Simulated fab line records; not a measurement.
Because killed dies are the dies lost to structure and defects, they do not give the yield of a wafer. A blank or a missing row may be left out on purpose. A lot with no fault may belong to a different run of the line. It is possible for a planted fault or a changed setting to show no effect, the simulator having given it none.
Struck lot and sound lot, side by side || flow nand_harc || 18 out of 1159 route steps
Sound: these wafers, L442.1, L442.2, L442.4. Wafers struck: L445.3, L445.4, L445.5. The cause is given at the end.
For every step that has rows: the tool of each side, followed by ch and its chambers, followed by its first start. Under that, the readings that differ: sound wafers || struck wafers || difference of the means || sigmas: that difference in standard deviations of wafers without a fault.
alike: a reading whose means differ by less than 2 such deviations, as well as words and numbers matching on both sides. not compared: withheld readings; readings where some wafer has no value; bounds like >300 that might hide an equal value; numbers whose values overlap and for which the record gives no deviation.
A row with sigmas, a row that says differs or no value, or rows on one side alone: a step with any of these is where the two part. When numbers do not overlap yet have no deviation, they are printed without sigmas and do not part them. A reading missing from all wafers of one side parts the sides only when that side holds two or more wafers.

first, 2 steps without rows for these wafers: NHARC_P_STI_SRD_39; NHARC_P_STI_OXIDE_40 (material SiO2, target thk 10 nm, ox time 1362 s).
NHARC_P_STI_INSPECT_25:
  sound on defect_inspect-01, day 4 09:01; struck on defect_inspect-01, day 4 23:48
  alike: raw_defect_count
then, 9 steps without rows for these wafers: NHARC_P_GATE_ETCH_69 (etches SiO2 in dHF, target depth 14 nm); NHARC_P_GATE_PRECLEAN_70 (cleans in SC1); NHARC_P_GATE_SRD_01; NHARC_P_GATE_OXIDE_02 (material SiO2, target thk 37.5 nm, ox time 365 s); NHARC_P_GATE_DEHYDRATE_03 (time 120 s); NHARC_P_GATE_HMDS_04 (time 30 s); NHARC_P_GATE_COAT_05; NHARC_P_GATE_SOFTBAKE_06 (time 95 s); NHARC_P_GATE_EBR_07.
NHARC_P_GATE_EXPOSE_08: exposes mask P HV.
  sound on krf_scanner-04 ch 0, day 4 16:41; struck on krf_scanner-04 ch 0, day 5 07:52
{"reading": "mask", "sound": "P_HV#0 P_HV#0 P_HV#0", "struck": "P_PSD#0 P_PSD#0 P_PSD#0", "difference": "differs", "sigmas": ""}
  alike: reticle_temp_C
then, 2 steps without rows for these wafers: NHARC_P_GATE_PEB_09 (peb time 85 s); NHARC_P_GATE_DEVELOP_10 (time 70 s).
NHARC_P_GATE_CD_MEAS_11: the cd target is 1640 nm.
  sound on cd_sem-03 ch 0, day 4 16:51; struck on cd_sem-03 ch 0, day 5 08:01
{"reading": "cd_nm (nm)", "sound": "1642.1 1640.8 1640.4", "struck": "- - -", "difference": "no value on the struck wafers", "sigmas": ""}
then, 1 step without rows for these wafers: NHARC_P_GATE_HARDBAKE_12 (time 80 s).
-- break in the record here, with 16 days between the starts of the struck wafers on either side (left off in module P_GATE, picked up again in module END, where the first step shown is number 1159 on the route) --
NHARC_END_SORT_01:
  only the struck wafers appear in the record here, on prober-01 ch 0 at day 21 02:06; the sound ones have no rows

WHERE THEY PART
At NHARC_P_GATE_EXPOSE_08 first; at NHARC_END_SORT_01 last (within this record only).

WHY: what had been put in by the simulator
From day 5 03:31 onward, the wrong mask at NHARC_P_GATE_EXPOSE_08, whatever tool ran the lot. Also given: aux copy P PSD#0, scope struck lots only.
